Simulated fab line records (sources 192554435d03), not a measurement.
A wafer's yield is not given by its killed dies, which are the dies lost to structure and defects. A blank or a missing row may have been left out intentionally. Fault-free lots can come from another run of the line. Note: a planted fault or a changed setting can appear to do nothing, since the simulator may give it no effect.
Which tool is to blame? ; flow n5-finfet ; 6 lots, 18 wafers sampled, at 2 steps of a route of 1938

== WHAT THE GAUGES SHOWED, per wafer ==
N5_PASSIVATION_CD_MEAS_10: the cd target is 3000 nm.
lot;measured;on;cd-nm (nm)
L458;day 12 16:19;cd-sem-02;3003.0 3003.0 3001.3
L460;day 12 11:10;cd-sem-01;3000.7 3000.0 3001.6
L465;day 13 07:20;cd-sem-02;3004.4 3007.0 2999.5
L472;day 16 01:04;cd-sem-02;3001.4 2999.5 2996.2
L475;day 16 14:17;cd-sem-03;2999.5 3001.9 2999.2
L477;day 17 02:31;cd-sem-03;3001.2 2999.3 3002.0

== WHICH TOOL RAN EACH LOT (tool, then ch and the chambers of the sampled wafers, then the start) ==
lot;N5_HKMG_FIN_STRIP_69
L458;plasma-asher-02 ch 0,1, day 4 21:17
L460;plasma-asher-02 ch 1, day 5 07:05
L465;plasma-asher-01 ch 0,1, day 6 14:28
L472;plasma-asher-02 ch 0,1, day 8 05:05
L475;plasma-asher-02 ch 0,1, day 9 01:58
L477;plasma-asher-02 ch 0,1, day 9 11:40
- N5_HKMG_FIN_STRIP_69: strips in N2/H2, time 360 s.

== THE ANSWER, worked out from the rows above alone ==
Rule: the lots themselves supply what counts as usual. The widest of any qualifying gaps counts: lots, ordered by their means at a reading, are off when they make up no more than a third of the lots, leave a main group of 4 or more, and stand apart from it by 3 or more times the standard deviation of that group's means. If all means in a main group match to the digits the tables above print for the reading, that group is not used. Also off: a lot with no number at a reading for which 4 or more lots have one. Where the step has rows for the other lots, those lots are counted as sound.
Across all readings shown, no lot is off: no conclusion can be drawn from this.

== WHAT THE SIMULATOR HAD PUT IN ==
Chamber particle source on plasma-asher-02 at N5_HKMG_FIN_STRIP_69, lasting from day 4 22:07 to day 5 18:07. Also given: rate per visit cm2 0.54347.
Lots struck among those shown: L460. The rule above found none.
